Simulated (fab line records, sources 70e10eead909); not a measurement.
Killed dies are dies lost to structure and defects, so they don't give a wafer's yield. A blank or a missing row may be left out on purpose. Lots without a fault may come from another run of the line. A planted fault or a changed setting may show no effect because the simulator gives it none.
A struck lot beside a sound one | flow nand_harc | 15 steps out of a route of 1302
Sound: wafers L412.3, L412.4, L412.5. Struck: wafers L418.3, L418.4, L418.6. The cause comes at the end.
At each step with rows: each side's tool, then ch and its chambers, then its first start. Under that, the readings that differ: sound wafers | struck wafers | difference of the means | sigmas: that difference in standard deviations of wafers without a fault.
alike: readings whose means differ by less than 2 such deviations, and words and numbers that are the same on both sides. not compared: withheld readings, readings that some wafer has no value for, bounds like >300 that may hide the same value, and numbers for which the record gives no deviation and whose values overlap.
The two part at a step that has a row with sigmas, a row that says differs or no value, or rows on one side only. Numbers that don't overlap but have no deviation are shown without sigmas and don't part them. A reading that every wafer of one side lacks parts them only if that side has two wafers or more.

first, 1 step without rows for these wafers: NHARC_A_ONON_D1_DEP_09 (target thk 1000 nm).
NHARC_A_ONON_D1_THK_MEAS_11: measures by ellipsometry.
  sound on film_metro-02, day 13 00:13; struck on film_metro-01, day 15 07:52
  alike: thk_nm
then, 1 step without rows for these wafers: NHARC_A_ONON_D1_DEP_12 (target thk 1000 nm).
NHARC_A_ONON_D1_THK_MEAS_14: measures by ellipsometry.
  sound on film_metro-01, day 13 00:47; struck on film_metro-01, day 15 08:26
  reading     | sound       | struck         | difference | sigmas
  thk_nm (nm) | 972 972 971 | 1009 1012 1009 | +38        | +3
then, 2 steps without rows for these wafers: NHARC_A_ONON_D1_ANNEAL_15 (time 3600 s); NHARC_A_ONON_D1_DEP_16 (target thk 1000 nm).
NHARC_A_ONON_D1_THK_MEAS_18: measures by ellipsometry.
  sound on film_metro-01, day 13 08:33; struck on film_metro-01, day 15 18:26
  alike: thk_nm
then, 1 step without rows for these wafers: NHARC_A_ONON_D1_DEP_19 (target thk 1000 nm).
NHARC_A_ONON_D1_THK_MEAS_21: measures by ellipsometry.
  sound on film_metro-02, day 13 09:07; struck on film_metro-01, day 15 19:00
  alike: thk_nm
then, 1 step without rows for these wafers: NHARC_A_ONON_D1_DEP_22 (target thk 1000 nm).
NHARC_A_ONON_D1_THK_MEAS_24: measures by ellipsometry.
  sound on film_metro-01, day 13 09:41; struck on film_metro-01, day 15 19:34
  reading     | sound          | struck         | difference | sigmas
  thk_nm (nm) | 1031 1028 1030 | 1001 1003 1001 | -28        | -3
NHARC_A_ONON_D1_DEP_25: target thk 1000 nm.
  sound on pecvd_onon-04 ch 0, day 13 09:52; struck on pecvd_onon-04 ch 0, day 15 19:45
  alike: sih4_flow_sccm
NHARC_A_ONON_D1_THK_MEAS_27: measures by ellipsometry.
  sound on film_metro-01, day 13 10:15; struck on film_metro-01, day 15 20:08
  reading     | sound          | struck         | difference | sigmas
  thk_nm (nm) | 1016 1015 1018 | 1199 1200 1198 | +183       | +18
then, 1 step without rows for these wafers: NHARC_A_ONON_D1_DEP_28 (target thk 1000 nm).
-- the record jumps here: 16 days lie between the struck wafers' starts before and after (it left off in module A_ONON_D1 and takes up again in module END, whose first step shown is number 1302 of the route) --
NHARC_END_SORT_01:
  sound on prober-01 ch 0, day 29 07:25; struck on prober-01 ch 0, day 31 14:40
  reading         | sound    | struck      | difference | sigmas
  killed_at_array | 53 48 48 | 670 672 671 | +621       | +35
  killed_dies     | 54 53 51 | 677 677 677 | +624       | +35
  alike: killed_at_other, killed_at_periphery, killed_open, killed_short

WHERE THEY PART
First at NHARC_A_ONON_D1_THK_MEAS_14; last, within this record, at NHARC_END_SORT_01.

WHY: what the simulator had put in
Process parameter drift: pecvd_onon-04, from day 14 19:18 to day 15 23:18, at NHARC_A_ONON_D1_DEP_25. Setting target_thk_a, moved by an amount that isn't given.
